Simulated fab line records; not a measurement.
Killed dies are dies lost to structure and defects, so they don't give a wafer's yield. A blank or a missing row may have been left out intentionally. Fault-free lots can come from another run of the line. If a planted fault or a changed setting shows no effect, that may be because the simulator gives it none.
Split-lot study / flow n5-finfet / on a route of 1938 steps: 7 lots, 39 wafers read

ABOUT THE SPLIT
At N5_BEOL_M13_SPUTTER_43 (material TaN, target thk 15 nm, time 24.19 s), the setting target-thk-a was moved away from the recipe's 150 angstrom on 15 of the 39 wafers read, by -54.9% to -18.9%. All remaining wafers had this setting at the recipe value.

FROM THE SPLIT TO THE READING: what the file shows between them, 4 steps
- N5_BEOL_M13_SPUTTER_44: material Ta, target thk 10 nm, time 16.13 s
- N5_BEOL_M13_SPUTTER_45: material Cu, target thk 80 nm, time 13.33 s
- N5_BEOL_M13_ECD_47: material Cu, target thk 936 nm
- N5_BEOL_M13_ANNEAL_48: time 90 s

THE READING
barrier-field-endpoint-s, in s, at N5_BEOL_M13_CMP_49 (polishes, stops on SiOC, t overpolish 17.1 s, target thk 420 nm). Fault-free wafers of this fab line usually give 30.7 s, standard deviation 0.85 s.

wafer=L074.1; tool, chamber at the split=pvd-sputter-03, -; target-thk-a as run, angstrom=150; against the recipe=recipe; barrier-field-endpoint-s, s=30.4; against lot-mates on the recipe=-
wafer=L074.5; tool, chamber at the split=pvd-sputter-03, -; target-thk-a as run, angstrom=150; against the recipe=recipe; barrier-field-endpoint-s, s=30.0; against lot-mates on the recipe=-
wafer=L074.6; tool, chamber at the split=pvd-sputter-03, -; target-thk-a as run, angstrom=150; against the recipe=recipe; barrier-field-endpoint-s, s=30.5; against lot-mates on the recipe=-
wafer=L078.1; tool, chamber at the split=pvd-sputter-01, -; target-thk-a as run, angstrom=150; against the recipe=recipe; barrier-field-endpoint-s, s=31.9; against lot-mates on the recipe=-
wafer=L078.4; tool, chamber at the split=pvd-sputter-01, -; target-thk-a as run, angstrom=150; against the recipe=recipe; barrier-field-endpoint-s, s=30.3; against lot-mates on the recipe=-
wafer=L078.2; tool, chamber at the split=pvd-sputter-01, -; target-thk-a as run, angstrom=67.71; against the recipe=-54.9%; barrier-field-endpoint-s, s=21.1; against lot-mates on the recipe=-9.7
wafer=L078.3; tool, chamber at the split=pvd-sputter-01, -; target-thk-a as run, angstrom=67.71; against the recipe=-54.9%; barrier-field-endpoint-s, s=20.3; against lot-mates on the recipe=-10.5
wafer=L078.5; tool, chamber at the split=pvd-sputter-01, -; target-thk-a as run, angstrom=67.71; against the recipe=-54.9%; barrier-field-endpoint-s, s=20.7; against lot-mates on the recipe=-10.1
wafer=L078.6; tool, chamber at the split=pvd-sputter-01, -; target-thk-a as run, angstrom=150; against the recipe=recipe; barrier-field-endpoint-s, s=30.1; against lot-mates on the recipe=-
wafer=L079.1; tool, chamber at the split=pvd-sputter-01, -; target-thk-a as run, angstrom=89.77; against the recipe=-40.2%; barrier-field-endpoint-s, s=23.3; against lot-mates on the recipe=-7.1
wafer=L079.3; tool, chamber at the split=pvd-sputter-01, -; target-thk-a as run, angstrom=150; against the recipe=recipe; barrier-field-endpoint-s, s=30.6; against lot-mates on the recipe=-
wafer=L079.2; tool, chamber at the split=pvd-sputter-01, -; target-thk-a as run, angstrom=150; against the recipe=recipe; barrier-field-endpoint-s, s=30.4; against lot-mates on the recipe=-
wafer=L079.4; tool, chamber at the split=pvd-sputter-01, -; target-thk-a as run, angstrom=150; against the recipe=recipe; barrier-field-endpoint-s, s=30.2; against lot-mates on the recipe=-
wafer=L079.6; tool, chamber at the split=pvd-sputter-01, -; target-thk-a as run, angstrom=89.77; against the recipe=-40.2%; barrier-field-endpoint-s, s=23.0; against lot-mates on the recipe=-7.4
wafer=L079.5; tool, chamber at the split=pvd-sputter-01, -; target-thk-a as run, angstrom=89.77; against the recipe=-40.2%; barrier-field-endpoint-s, s=22.4; against lot-mates on the recipe=-8.0
wafer=L081.1; tool, chamber at the split=pvd-sputter-01, -; target-thk-a as run, angstrom=150; against the recipe=recipe; barrier-field-endpoint-s, s=31.6; against lot-mates on the recipe=-
wafer=L081.3; tool, chamber at the split=pvd-sputter-01, -; target-thk-a as run, angstrom=150; against the recipe=recipe; barrier-field-endpoint-s, s=31.2; against lot-mates on the recipe=-
wafer=L081.4; tool, chamber at the split=pvd-sputter-01, -; target-thk-a as run, angstrom=106.8; against the recipe=-28.8%; barrier-field-endpoint-s, s=26.3; against lot-mates on the recipe=-4.9
wafer=L081.2; tool, chamber at the split=pvd-sputter-01, -; target-thk-a as run, angstrom=150; against the recipe=recipe; barrier-field-endpoint-s, s=30.8; against lot-mates on the recipe=-
wafer=L081.5; tool, chamber at the split=pvd-sputter-01, -; target-thk-a as run, angstrom=106.8; against the recipe=-28.8%; barrier-field-endpoint-s, s=26.1; against lot-mates on the recipe=-5.1
wafer=L081.6; tool, chamber at the split=pvd-sputter-01, -; target-thk-a as run, angstrom=106.8; against the recipe=-28.8%; barrier-field-endpoint-s, s=25.9; against lot-mates on the recipe=-5.3
wafer=L084.3; tool, chamber at the split=pvd-sputter-03, -; target-thk-a as run, angstrom=97.87; against the recipe=-34.8%; barrier-field-endpoint-s, s=23.3; against lot-mates on the recipe=-6.6
wafer=L084.2; tool, chamber at the split=pvd-sputter-03, -; target-thk-a as run, angstrom=150; against the recipe=recipe; barrier-field-endpoint-s, s=30.0; against lot-mates on the recipe=-
wafer=L084.4; tool, chamber at the split=pvd-sputter-03, -; target-thk-a as run, angstrom=97.87; against the recipe=-34.8%; barrier-field-endpoint-s, s=23.3; against lot-mates on the recipe=-6.6
wafer=L084.1; tool, chamber at the split=pvd-sputter-03, -; target-thk-a as run, angstrom=150; against the recipe=recipe; barrier-field-endpoint-s, s=29.5; against lot-mates on the recipe=-
wafer=L084.6; tool, chamber at the split=pvd-sputter-03, -; target-thk-a as run, angstrom=97.87; against the recipe=-34.8%; barrier-field-endpoint-s, s=23.4; against lot-mates on the recipe=-6.5
wafer=L084.5; tool, chamber at the split=pvd-sputter-03, -; target-thk-a as run, angstrom=150; against the recipe=recipe; barrier-field-endpoint-s, s=30.2; against lot-mates on the recipe=-
wafer=L094.2; tool, chamber at the split=pvd-sputter-03, -; target-thk-a as run, angstrom=121.6; against the recipe=-18.9%; barrier-field-endpoint-s, s=26.2; against lot-mates on the recipe=-3.3
wafer=L094.4; tool, chamber at the split=pvd-sputter-03, -; target-thk-a as run, angstrom=121.6; against the recipe=-18.9%; barrier-field-endpoint-s, s=26.6; against lot-mates on the recipe=-2.9
wafer=L094.3; tool, chamber at the split=pvd-sputter-03, -; target-thk-a as run, angstrom=121.6; against the recipe=-18.9%; barrier-field-endpoint-s, s=25.8; against lot-mates on the recipe=-3.7
wafer=L094.1; tool, chamber at the split=pvd-sputter-03, -; target-thk-a as run, angstrom=150; against the recipe=recipe; barrier-field-endpoint-s, s=29.1; against lot-mates on the recipe=-
wafer=L094.6; tool, chamber at the split=pvd-sputter-03, -; target-thk-a as run, angstrom=150; against the recipe=recipe; barrier-field-endpoint-s, s=29.3; against lot-mates on the recipe=-
wafer=L094.5; tool, chamber at the split=pvd-sputter-03, -; target-thk-a as run, angstrom=150; against the recipe=recipe; barrier-field-endpoint-s, s=30.0; against lot-mates on the recipe=-
wafer=L096.2; tool, chamber at the split=pvd-sputter-03, -; target-thk-a as run, angstrom=150; against the recipe=recipe; barrier-field-endpoint-s, s=31.8; against lot-mates on the recipe=-
wafer=L096.1; tool, chamber at the split=pvd-sputter-03, -; target-thk-a as run, angstrom=150; against the recipe=recipe; barrier-field-endpoint-s, s=30.5; against lot-mates on the recipe=-
wafer=L096.4; tool, chamber at the split=pvd-sputter-03, -; target-thk-a as run, angstrom=150; against the recipe=recipe; barrier-field-endpoint-s, s=31.5; against lot-mates on the recipe=-
wafer=L096.3; tool, chamber at the split=pvd-sputter-03, -; target-thk-a as run, angstrom=150; against the recipe=recipe; barrier-field-endpoint-s, s=30.3; against lot-mates on the recipe=-
wafer=L096.5; tool, chamber at the split=pvd-sputter-03, -; target-thk-a as run, angstrom=150; against the recipe=recipe; barrier-field-endpoint-s, s=31.2; against lot-mates on the recipe=-
wafer=L096.6; tool, chamber at the split=pvd-sputter-03, -; target-thk-a as run, angstrom=150; against the recipe=recipe; barrier-field-endpoint-s, s=30.6; against lot-mates on the recipe=-

THE FIT
A straight line over all 39 wafers: barrier-field-endpoint-s changes by +0.184 s for each +1% of target-thk-a; r = +0.98; the points scatter about the line by 0.74 s.
The same after taking each lot's own level away (the mean of its wafers on the recipe; 39 wafers): +0.184 s for each +1%; r = +0.99; scatter 0.42 s.
According to that fit, moving target-thk-a by its largest amount changes the reading by 10 s.
The lots' own levels span 29.47 to 31.20 s, that is 2.0 times the standard deviation above.
So the lot-to-lot level changes the slope little: the two slopes agree.
Check: for one of the wafers moved furthest among these (-54.9%), held out of the fit, the line's prediction against its lot-mates is -10.2 s. Against them it came out at -9.67 s.

THESE WAFERS: OTHER SPLITS
Other splits were also applied to these wafers ahead of the reading. Each is held against what the fit with the lots' levels taken away leaves over:
other split on the same wafers=N5_BEOL_M7_TRENCH_ETCH_37 target-depth-a; wafers away from the commonest value=12; r with barrier-field-endpoint-s (lot level and that fit taken away)=+0.15

THE WHOLE CHAIN: every reading that the file lists as answering this split, in the file's order
step=N5_BEOL_M13_SPUTTER_43; what it does=material TaN, target thk 15 nm, time 24.19 s; reading=TaN_of_BEOL_M13_SPUTTER_43.thk-nm (the simulator's own value, which no gauge read); change (the file's fit)=+0.151 nm for each +1% of the setting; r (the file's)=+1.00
step=N5_BEOL_M13_CMP_49; what it does=polishes, stops on SiOC, t overpolish 17.1 s, target thk 420 nm; reading=barrier-field-endpoint-s; change (the file's fit)=+0.184 s for each +1% of the setting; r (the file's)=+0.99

THE FILE'S OWN FIT
barrier-field-endpoint-s changes by +0.184 s for each +1% of target-thk-a, r = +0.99.
